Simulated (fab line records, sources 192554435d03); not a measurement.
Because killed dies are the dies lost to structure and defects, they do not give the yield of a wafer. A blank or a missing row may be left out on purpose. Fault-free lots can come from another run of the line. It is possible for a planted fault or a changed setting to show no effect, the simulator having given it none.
Which tool was responsible? + flow n5Finfet + 24 lots with 72 wafers sampled at 5 steps, on a route of 1938 steps

== WHAT THE GAUGES SHOWED, per wafer ==
N5_BEOL_M4_THK_MEAS_01. Usual: M4_ILD_THK typically reads 79.1 nm, with standard deviation 1.
| lot  | measured     | on           | M4_ILD_THK (nm) | flag |
|------|--------------|--------------|-----------------|------|
| L074 | day 7 22:29  | filmMetro-01 | 78.7 80.6 81.3  |      |
| L075 | day 8 03:28  | filmMetro-02 | 78.3 78.3 77.7  |      |
| L076 | day 8 16:04  | filmMetro-02 | 78.6 79.8 80.2  |      |
| L077 | day 8 21:46  | filmMetro-01 | 77.1 79.7 79.2  |      |
| L078 | day 9 00:06  | filmMetro-01 | 77.7 79.0 78.7  |      |
| L079 | day 8 23:58  | filmMetro-02 | 78.9 77.7 77.7  |      |
| L080 | day 10 04:02 | filmMetro-01 | 77.5 79.3 79.5  |      |
| L081 | day 10 07:35 | filmMetro-01 | 79.9 79.0 80.5  |      |
| L082 | day 10 23:52 | filmMetro-02 | 79.4 79.1 78.4  |      |
| L083 | day 11 21:36 | filmMetro-02 | 78.6 78.3 79.2  |      |
| L084 | day 12 09:54 | filmMetro-02 | 78.9 80.3 81.2  |      |
| L085 | day 12 14:39 | filmMetro-01 | 78.0 78.6 79.4  |      |
| L086 | day 12 16:16 | filmMetro-02 | 78.1 78.7 79.1  |      |
| L088 | day 12 19:50 | filmMetro-02 | 78.3 78.4 79.5  |      |
| L089 | day 12 19:12 | filmMetro-01 | 78.6 79.1 80.6  |      |
| L087 | day 12 23:28 | filmMetro-02 | 78.4 78.9 79.9  |      |
| L090 | day 13 04:09 | filmMetro-01 | 78.3 78.4 80.1  |      |
| L092 | day 13 06:14 | filmMetro-01 | 78.0 78.7 79.1  |      |
| L091 | day 13 08:09 | filmMetro-01 | 78.9 80.6 80.3  |      |
| L093 | day 13 10:44 | filmMetro-02 | 80.4 78.9 80.6  |      |
| L095 | day 13 13:35 | filmMetro-02 | 78.1 80.2 79.7  |      |
| L094 | day 13 12:28 | filmMetro-01 | 78.3 78.4 80.5  |      |
| L096 | day 13 15:51 | filmMetro-01 | 77.4 78.0 80.5  |      |
| L097 | day 14 19:55 | filmMetro-01 | 79.1 79.9 80.8  |      |

== WHAT TOOL EACH LOT RAN ON (gives the tool, then ch and the chambers of the sampled wafers, and finally the start) ==
| lot  | N5_BEOL_M3_STRIP_97                          | N5_BEOL_M3_PRE_CLEAN_45     | N5_BEOL_M3_ANNEAL_95        | N5_BEOL_M3_ANNEAL_51            |
|------|----------------------------------------------|-----------------------------|-----------------------------|---------------------------------|
| L074 | rieDiel-05 ch 0,1,2, day 7 17:10 or earlier  | pvdSputter-03, day 7 17:10  | pvdSputter-01, day 7 21:08  | rtpAnneal-02 ch 0, day 7 21:31  |
| L075 | rieDiel-02 ch 0,1,2, day 7 23:43 or earlier  | pvdSputter-03, day 7 23:43  | pvdSputter-03, day 8 02:09  | rtpAnneal-01 ch 0, day 8 02:32  |
| L076 | rieDiel-05 ch 1,2, day 8 12:32 or earlier    | pvdSputter-01, day 8 12:32  | pvdSputter-02, day 8 14:43  | rtpAnneal-01 ch 0, day 8 15:10  |
| L077 | rieDiel-03 ch 0,2,3, day 8 16:32 or earlier  | pvdSputter-03, day 8 16:32  | pvdSputter-01, day 8 18:46  | rtpAnneal-02 ch 0, day 8 19:06  |
| L078 | rieDiel-03 ch 0,2,3, day 8 20:10 or earlier  | pvdSputter-01, day 8 20:10  | pvdSputter-03, day 8 22:47  | rtpAnneal-02 ch 0, day 8 23:07  |
| L079 | rieDiel-05 ch 1,2,3, day 8 20:10 or earlier  | pvdSputter-02, day 8 20:10  | pvdSputter-01, day 8 22:40  | rtpAnneal-01 ch 0, day 8 22:59  |
| L080 | rieDiel-03 ch 0,2,3, day 10 00:22 or earlier | pvdSputter-03, day 10 00:22 | pvdSputter-03, day 10 02:41 | rtpAnneal-02 ch 0, day 10 03:01 |
| L081 | rieDiel-03 ch 0,1,3, day 10 03:49 or earlier | pvdSputter-02, day 10 03:49 | pvdSputter-03, day 10 06:16 | rtpAnneal-01 ch 0, day 10 06:38 |
| L082 | rieDiel-05 ch 1,3, day 10 20:00 or earlier   | pvdSputter-02, day 10 20:00 | pvdSputter-01, day 10 22:20 | rtpAnneal-02 ch 0, day 10 22:58 |
| L083 | rieDiel-05 ch 0,1,3, day 11 17:18 or earlier | pvdSputter-01, day 11 17:18 | pvdSputter-03, day 11 20:17 | rtpAnneal-01 ch 0, day 11 20:37 |
| L084 | rieDiel-05 ch 0,1, day 12 06:27 or earlier   | pvdSputter-03, day 12 06:27 | pvdSputter-02, day 12 08:35 | rtpAnneal-02 ch 0, day 12 09:01 |
| L085 | rieDiel-05 ch 0,2, day 12 09:42 or earlier   | pvdSputter-02, day 12 09:42 | pvdSputter-02, day 12 13:19 | rtpAnneal-02 ch 0, day 12 13:45 |
| L086 | rieDiel-02 ch 1,2, day 12 12:41 or earlier   | pvdSputter-03, day 12 12:41 | pvdSputter-03, day 12 14:54 | rtpAnneal-01 ch 0, day 12 15:17 |
| L088 | rieDiel-03 ch 0,1,2, day 12 15:39 or earlier | pvdSputter-01, day 12 15:39 | pvdSputter-01, day 12 18:15 | rtpAnneal-02 ch 0, day 12 18:44 |
| L089 | rieDiel-02 ch 2,3, day 12 15:34 or earlier   | pvdSputter-01, day 12 15:34 | pvdSputter-02, day 12 17:52 | rtpAnneal-02 ch 0, day 12 18:14 |
| L087 | rieDiel-05 ch 0,1, day 12 19:10 or earlier   | pvdSputter-01, day 12 19:10 | pvdSputter-01, day 12 21:55 | rtpAnneal-02 ch 0, day 12 22:15 |
| L090 | rieDiel-05 ch 0,3, day 13 00:38 or earlier   | pvdSputter-03, day 13 00:38 | pvdSputter-03, day 13 02:49 | rtpAnneal-01 ch 0, day 13 03:18 |
| L092 | rieDiel-03 ch 0,1,2, day 13 00:54 or earlier | pvdSputter-01, day 13 00:54 | pvdSputter-02, day 13 04:55 | rtpAnneal-02 ch 0, day 13 05:20 |
| L091 | rieDiel-02 ch 2,3, day 13 03:42 or earlier   | pvdSputter-03, day 13 03:42 | pvdSputter-02, day 13 06:50 | rtpAnneal-01 ch 0, day 13 07:13 |
| L093 | rieDiel-03 ch 0,2, day 13 07:10 or earlier   | pvdSputter-01, day 13 07:10 | pvdSputter-01, day 13 09:18 | rtpAnneal-02 ch 0, day 13 09:45 |
| L095 | rieDiel-02 ch 1,2, day 13 07:35 or earlier   | pvdSputter-01, day 13 07:35 | pvdSputter-02, day 13 11:55 | rtpAnneal-02 ch 0, day 13 12:18 |
| L094 | rieDiel-05 ch 0,1,3, day 13 07:38 or earlier | pvdSputter-03, day 13 07:38 | pvdSputter-01, day 13 11:08 | rtpAnneal-01 ch 0, day 13 11:28 |
| L096 | rieDiel-02 ch 0,1,3, day 13 12:17 or earlier | pvdSputter-03, day 13 12:17 | pvdSputter-01, day 13 14:32 | rtpAnneal-01 ch 0, day 13 14:52 |
| L097 | rieDiel-05 ch 0,2,3, day 14 15:18 or earlier | pvdSputter-02, day 14 15:18 | pvdSputter-02, day 14 17:35 | rtpAnneal-02 ch 0, day 14 18:55 |
- N5_BEOL_M3_STRIP_97: strips in N2/H2, time 10 s.
- N5_BEOL_M3_PRE_CLEAN_45: time 30 s.
- N5_BEOL_M3_ANNEAL_95: time 240 s.
- N5_BEOL_M3_ANNEAL_51: time 90 s.

== WHAT THE TOOLS THEMSELVES READ (means of the sampled wafers that have a number; where no wafer has one, the mark that the record gives instead) ==
N5_BEOL_M3_STRIP_97. Usual: drypumpMotorCurrentA 5.6 A, standard deviation 0.41; oesProductAu 0.81 a.u., standard deviation 0.11; rfVppV 59.2 V, standard deviation 0.89; showerheadPlenumPTorr 2.56 Torr, standard deviation 0.099; throttleValvePct 23.34 %, standard deviation 0.19.
| lot  | tool       | drypumpMotorCurrentA (A) | oesProductAu (a.u.) | rfVppV (V) | showerheadPlenumPTorr (Torr) | throttleValvePct (%) | flag |
|------|------------|--------------------------|---------------------|------------|------------------------------|----------------------|------|
| L074 | rieDiel-05 | 5.5                      | 0.76                | 58.6       | 2.53                         | 23.37                |      |
| L075 | rieDiel-02 | 5.6                      | 0.74                | 59.1       | 2.56                         | 23.49                |      |
| L076 | rieDiel-05 | 5.6                      | 0.74                | 59.8       | 2.48                         | 23.32                |      |
| L077 | rieDiel-03 | 5.3                      | 0.75                | 59.0       | 2.60                         | 23.50                |      |
| L078 | rieDiel-03 | 5.3                      | 0.74                | 60.3       | 2.60                         | 23.49                |      |
| L079 | rieDiel-05 | 5.3                      | 0.74                | 59.5       | 2.55                         | 23.24                |      |
| L080 | rieDiel-03 | 5.3                      | 0.74                | 59.1       | 2.60                         | 23.50                |      |
| L081 | rieDiel-03 | 5.6                      | 0.83                | 59.1       | 2.56                         | 23.36                |      |
| L082 | rieDiel-05 | 5.1                      | 0.74                | 59.1       | 2.61                         | 23.19                |      |
| L083 | rieDiel-05 | 5.4                      | 0.81                | 59.3       | 2.58                         | 23.24                |      |
| L084 | rieDiel-05 | 5.5                      | 0.86                | 58.9       | 2.61                         | 23.18                |      |
| L085 | rieDiel-05 | 5.6                      | 0.95                | 58.9       | 2.63                         | 23.35                |      |
| L086 | rieDiel-02 | 5.9                      | 0.73                | 59.7       | 2.55                         | 23.57                |      |
| L088 | rieDiel-03 | 5.7                      | 0.86                | 58.9       | 2.56                         | 23.26                |      |
| L089 | rieDiel-02 | 5.8                      | 0.70                | 59.9       | 2.46                         | 23.35                |      |
| L087 | rieDiel-05 | 5.6                      | 0.89                | 59.0       | 2.55                         | 23.30                |      |
| L090 | rieDiel-05 | 5.4                      | 0.96                | 58.7       | 2.51                         | 23.28                |      |
| L092 | rieDiel-03 | 5.7                      | 0.85                | 59.5       | 2.56                         | 23.26                |      |
| L091 | rieDiel-02 | 5.7                      | 0.71                | 58.8       | 2.53                         | 23.46                |      |
| L093 | rieDiel-03 | 5.4                      | 0.87                | 59.2       | 2.60                         | 23.31                |      |
| L095 | rieDiel-02 | 6.2                      | 0.73                | 58.6       | 2.48                         | 23.58                |      |
| L094 | rieDiel-05 | 5.3                      | 0.90                | 59.8       | 2.57                         | 23.20                |      |
| L096 | rieDiel-02 | 5.8                      | 0.80                | 58.6       | 2.47                         | 23.26                |      |
| L097 | rieDiel-05 | 5.4                      | 0.93                | 59.5       | 2.58                         | 23.28                |      |

N5_BEOL_M3_PRE_CLEAN_45. Usual: heaterPowerW 335 W, standard deviation 33.
| lot  | tool          | heaterPowerW (W) | flag |
|------|---------------|------------------|------|
| L074 | pvdSputter-03 | 340              |      |
| L075 | pvdSputter-03 | 376              |      |
| L076 | pvdSputter-01 | 327              |      |
| L077 | pvdSputter-03 | 316              |      |
| L078 | pvdSputter-01 | 341              |      |
| L079 | pvdSputter-02 | 342              |      |
| L080 | pvdSputter-03 | 344              |      |
| L081 | pvdSputter-02 | 352              |      |
| L082 | pvdSputter-02 | 353              |      |
| L083 | pvdSputter-01 | 321              |      |
| L084 | pvdSputter-03 | 303              |      |
| L085 | pvdSputter-02 | 359              |      |
| L086 | pvdSputter-03 | 311              |      |
| L088 | pvdSputter-01 | 318              |      |
| L089 | pvdSputter-01 | 344              |      |
| L087 | pvdSputter-01 | 309              |      |
| L090 | pvdSputter-03 | 308              |      |
| L092 | pvdSputter-01 | 318              |      |
| L091 | pvdSputter-03 | 329              |      |
| L093 | pvdSputter-01 | 333              |      |
| L095 | pvdSputter-01 | 329              |      |
| L094 | pvdSputter-03 | 314              |      |
| L096 | pvdSputter-03 | 341              |      |
| L097 | pvdSputter-02 | 332              |      |

N5_BEOL_M3_ANNEAL_95. Usual: heaterPowerW 840 W, standard deviation 78.
| lot  | tool          | heaterPowerW (W) | flag |
|------|---------------|------------------|------|
| L074 | pvdSputter-01 | 806              |      |
| L075 | pvdSputter-03 | 791              |      |
| L076 | pvdSputter-02 | 909              |      |
| L077 | pvdSputter-01 | 812              |      |
| L078 | pvdSputter-03 | 795              |      |
| L079 | pvdSputter-01 | 798              |      |
| L080 | pvdSputter-03 | 787              |      |
| L081 | pvdSputter-03 | 867              |      |
| L082 | pvdSputter-01 | 821              |      |
| L083 | pvdSputter-03 | 878              |      |
| L084 | pvdSputter-02 | 888              |      |
| L085 | pvdSputter-02 | 898              |      |
| L086 | pvdSputter-03 | 870              |      |
| L088 | pvdSputter-01 | 781              |      |
| L089 | pvdSputter-02 | 837              |      |
| L087 | pvdSputter-01 | 814              |      |
| L090 | pvdSputter-03 | 854              |      |
| L092 | pvdSputter-02 | 889              |      |
| L091 | pvdSputter-02 | 841              |      |
| L093 | pvdSputter-01 | 790              |      |
| L095 | pvdSputter-02 | 901              |      |
| L094 | pvdSputter-01 | 824              |      |
| L096 | pvdSputter-01 | 800              |      |
| L097 | pvdSputter-02 | 810              |      |

N5_BEOL_M3_ANNEAL_51. Usual: wafer_temp_C_max 226.3, standard deviation 0.35.
| lot  | tool         | wafer_temp_C_max | flag |
|------|--------------|------------------|------|
| L074 | rtpAnneal-02 | 226.7            |      |
| L075 | rtpAnneal-01 | 226.1            |      |
| L076 | rtpAnneal-01 | 226.3            |      |
| L077 | rtpAnneal-02 | 226.2            |      |
| L078 | rtpAnneal-02 | 226.5            |      |
| L079 | rtpAnneal-01 | 226.2            |      |
| L080 | rtpAnneal-02 | 226.3            |      |
| L081 | rtpAnneal-01 | 226.0            |      |
| L082 | rtpAnneal-02 | 226.8            |      |
| L083 | rtpAnneal-01 | 226.0            |      |
| L084 | rtpAnneal-02 | 226.4            |      |
| L085 | rtpAnneal-02 | 226.6            |      |
| L086 | rtpAnneal-01 | 226.3            |      |
| L088 | rtpAnneal-02 | 226.7            |      |
| L089 | rtpAnneal-02 | 226.7            |      |
| L087 | rtpAnneal-02 | 226.7            |      |
| L090 | rtpAnneal-01 | 226.0            |      |
| L092 | rtpAnneal-02 | 226.4            |      |
| L091 | rtpAnneal-01 | 225.6            |      |
| L093 | rtpAnneal-02 | 226.4            |      |
| L095 | rtpAnneal-02 | 226.3            |      |
| L094 | rtpAnneal-01 | 226.0            |      |
| L096 | rtpAnneal-01 | 226.2            |      |
| L097 | rtpAnneal-02 | 226.2            |      |

== THE ANSWER, worked out from the rows above alone ==
Rule: take the mean of a lot's wafers that have a number; if it is more than 3 standard deviations from the usual mean, the lot is off. Also off: a lot with no number at a reading for which 4 or more lots have one. All remaining lots with rows at the step are treated as sound. After the gauges, taken in route order, come the tools' own readings; for these a lot's mean is taken, as printed above. The first step at which some lot is off is used, and at that step the reading that is off furthest; a lot without a number counts as furthest.
No lot is off on any of the readings shown, so nothing can be concluded from this.

== WHAT THE SIMULATOR HAD PUT IN ==
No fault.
